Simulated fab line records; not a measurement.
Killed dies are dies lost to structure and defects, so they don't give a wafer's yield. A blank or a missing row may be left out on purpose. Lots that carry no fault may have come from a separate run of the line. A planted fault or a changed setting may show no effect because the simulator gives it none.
Chamber matching	flow nand-harc	NHARC_P_M0_PRE_CLEAN_31 on pecvd-01 has 3 sister chambers
The step time 12 s. 6 wafers are shown with their chamber, then 12 later ones without.

== WAFERS PAIRED WITH THEIR CHAMBERS ==
wafer	chamber	heater-power-w (W)
L082.4	0	683
L085.4	0	708
L085.5	2	666
L088.1	1	502
L088.5	2	672
L088.6	1	502

== WAFERS MISSING THEIR CHAMBER ==
wafer	heater-power-w (W)
L089.1	577
L089.4	637
L089.5	557
L091.1	580
L091.2	781
L091.3	652
L090.3	740
L090.4	687
L090.6	718
L093.2	683
L093.3	706
L093.5	519

== WHICH CHAMBER EACH WENT THROUGH ==
wafer	from the rows above	in truth
L089.1	can't be placed: 1 or 2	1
L089.4	2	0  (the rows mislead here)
L089.5	1	1
L091.1	can't be placed: 1 or 2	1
L091.2	0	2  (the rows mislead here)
L091.3	2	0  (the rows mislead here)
L090.3	0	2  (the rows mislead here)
L090.4	can't be placed: 0 or 2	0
L090.6	0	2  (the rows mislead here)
L093.2	can't be placed: 0 or 2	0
L093.3	0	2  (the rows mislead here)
L093.5	1	1
2 of 12 placed correctly. Cannot be placed on the basis of these rows: 4; the candidates contain the true chamber in 4. Wrongly placed: 6.
How it was worked out, from the rows above alone: a wafer's distance from a chamber is the root of the sum, over the readings, of the square of ((its reading less the chamber's mean) divided by the reading's scatter). The wafer belongs to the nearest chamber; if the next one is less than 2 further off, it can't be placed. A chamber's mean is the mean of its shown wafers. The scatter is the square root of a quotient: the sum, over the shown wafers, of each reading's squared deviation from its chamber's mean, divided by wafers minus chambers.
